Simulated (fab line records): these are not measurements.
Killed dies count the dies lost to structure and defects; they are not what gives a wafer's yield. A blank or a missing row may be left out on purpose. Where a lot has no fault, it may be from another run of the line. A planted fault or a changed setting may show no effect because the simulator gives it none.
Matching of chambers -- flow nand-harc -- rie-diel-05 running NHARC_A_CHANNEL_FILL_D2_ETCHBACK_20: 4 sister chambers
The step etches the open film in C4F8/O2/Ar, target depth 27 nm, time 13.5 s. 8 wafers are shown with their chamber, then 12 later ones without.

WAFERS, EACH WITH ITS CHAMBER
wafer,chamber,rf-vpp-V (V),oes-product-au (a.u.)
L085.1,2,970,0.998
L087.2,2,970,1.008
L090.1,3,980,1.017
L090.3,0,973,0.996
L090.4,1,978,1.032
L092.1,1,977,1.012
L092.2,3,980,1.015
L092.4,0,973,0.987

WAFERS WITH NO CHAMBER GIVEN
wafer,rf-vpp-V (V),oes-product-au (a.u.)
L093.1,971,1.027
L093.3,971,0.996
L093.5,969,1.016
L095.1,979,1.001
L095.3,976,1.017
L095.4,972,0.998
L096.1,970,1.018
L096.2,977,1.000
L096.3,981,1.022
L096.4,971,0.996
L096.5,969,1.009
L096.6,977,1.018

WHICH CHAMBER EACH ONE RAN IN
wafer,from the rows above,in truth
L093.1,2,2
L093.3,2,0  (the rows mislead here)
L093.5,2,2
L095.1,can't be placed: 3 or 1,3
L095.3,1,1
L095.4,0,0
L096.1,2,2
L096.2,1,1
L096.3,3,3
L096.4,2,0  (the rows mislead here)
L096.5,2,2
L096.6,1,1
Correctly placed: 9 of 12. Cannot be placed on the basis of these rows: 1; the candidates contain the true chamber in 1. Placed wrongly: 2.
How it was worked out, from the rows above alone: a wafer's distance from a chamber is the root of the sum, over the readings, of the square of ((its reading less the chamber's mean) divided by the reading's scatter). If the next closest chamber is less than 2 further off than the closest, the wafer can't be placed; otherwise it belongs to the closest. A chamber's mean is the mean of its shown wafers. The scatter: take each reading less its chamber's mean, square it, sum over the shown wafers, divide by the number of wafers less the number of chambers, and take the root.
